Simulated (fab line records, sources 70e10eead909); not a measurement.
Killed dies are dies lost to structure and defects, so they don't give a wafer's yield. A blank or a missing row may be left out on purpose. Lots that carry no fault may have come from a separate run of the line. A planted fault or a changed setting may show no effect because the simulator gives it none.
Matching of chambers || flow nand-harc || pecvd-02 running NHARC_A_BONDPAD_DEP_00: 3 sister chambers
The step deposits SiCN, target thk 250 nm. 6 wafers are shown with their chamber, then 7 later ones without.

## WAFERS, EACH WITH ITS CHAMBER
{"wafer": "L082.6", "chamber": 1, "heater-power-w (W)": 468, "chamber-pressure-Torr (Torr)": 2.998}
{"wafer": "L085.1", "chamber": 2, "heater-power-w (W)": 525, "chamber-pressure-Torr (Torr)": 2.992}
{"wafer": "L085.4", "chamber": 1, "heater-power-w (W)": 451, "chamber-pressure-Torr (Torr)": 2.990}
{"wafer": "L085.6", "chamber": 2, "heater-power-w (W)": 515, "chamber-pressure-Torr (Torr)": 3.000}
{"wafer": "L091.2", "chamber": 0, "heater-power-w (W)": 575, "chamber-pressure-Torr (Torr)": 2.989}
{"wafer": "L091.5", "chamber": 0, "heater-power-w (W)": 570, "chamber-pressure-Torr (Torr)": 3.002}

## WAFERS WITH NO CHAMBER GIVEN
{"wafer": "L091.6", "heater-power-w (W)": 491, "chamber-pressure-Torr (Torr)": 3.010}
{"wafer": "L096.1", "heater-power-w (W)": 511, "chamber-pressure-Torr (Torr)": 2.992}
{"wafer": "L096.2", "heater-power-w (W)": 490, "chamber-pressure-Torr (Torr)": 3.004}
{"wafer": "L096.4", "heater-power-w (W)": 606, "chamber-pressure-Torr (Torr)": 2.991}
{"wafer": "L094.1", "heater-power-w (W)": 617, "chamber-pressure-Torr (Torr)": 3.008}
{"wafer": "L094.3", "heater-power-w (W)": 522, "chamber-pressure-Torr (Torr)": 2.995}
{"wafer": "L094.5", "heater-power-w (W)": 636, "chamber-pressure-Torr (Torr)": 3.007}

## EACH ONE'S CHAMBER
{"wafer": "L091.6", "from the rows above": "can't be placed: 2 or 1", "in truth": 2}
{"wafer": "L096.1", "from the rows above": 2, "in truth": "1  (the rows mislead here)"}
{"wafer": "L096.2", "from the rows above": "can't be placed: 2 or 1", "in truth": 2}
{"wafer": "L096.4", "from the rows above": 0, "in truth": 0}
{"wafer": "L094.1", "from the rows above": 0, "in truth": 0}
{"wafer": "L094.3", "from the rows above": 2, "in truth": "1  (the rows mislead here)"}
{"wafer": "L094.5", "from the rows above": 0, "in truth": 0}
3 of 7 placed correctly. From these rows, 2 cannot be placed; in 2 the true chamber is one of the candidates. Placed wrongly: 2.
How it was worked out, from the rows above alone: a wafer's distance from a chamber is the root of the sum, over the readings, of the square of ((its reading less the chamber's mean) divided by the reading's scatter). The wafer belongs to the nearest chamber; if the next one is less than 2 further off, it can't be placed. The mean given for a chamber averages the wafers shown for that chamber. The scatter: the root of (the sum of the squares of (reading less its chamber's mean) over the shown wafers, divided by (wafers less chambers)).
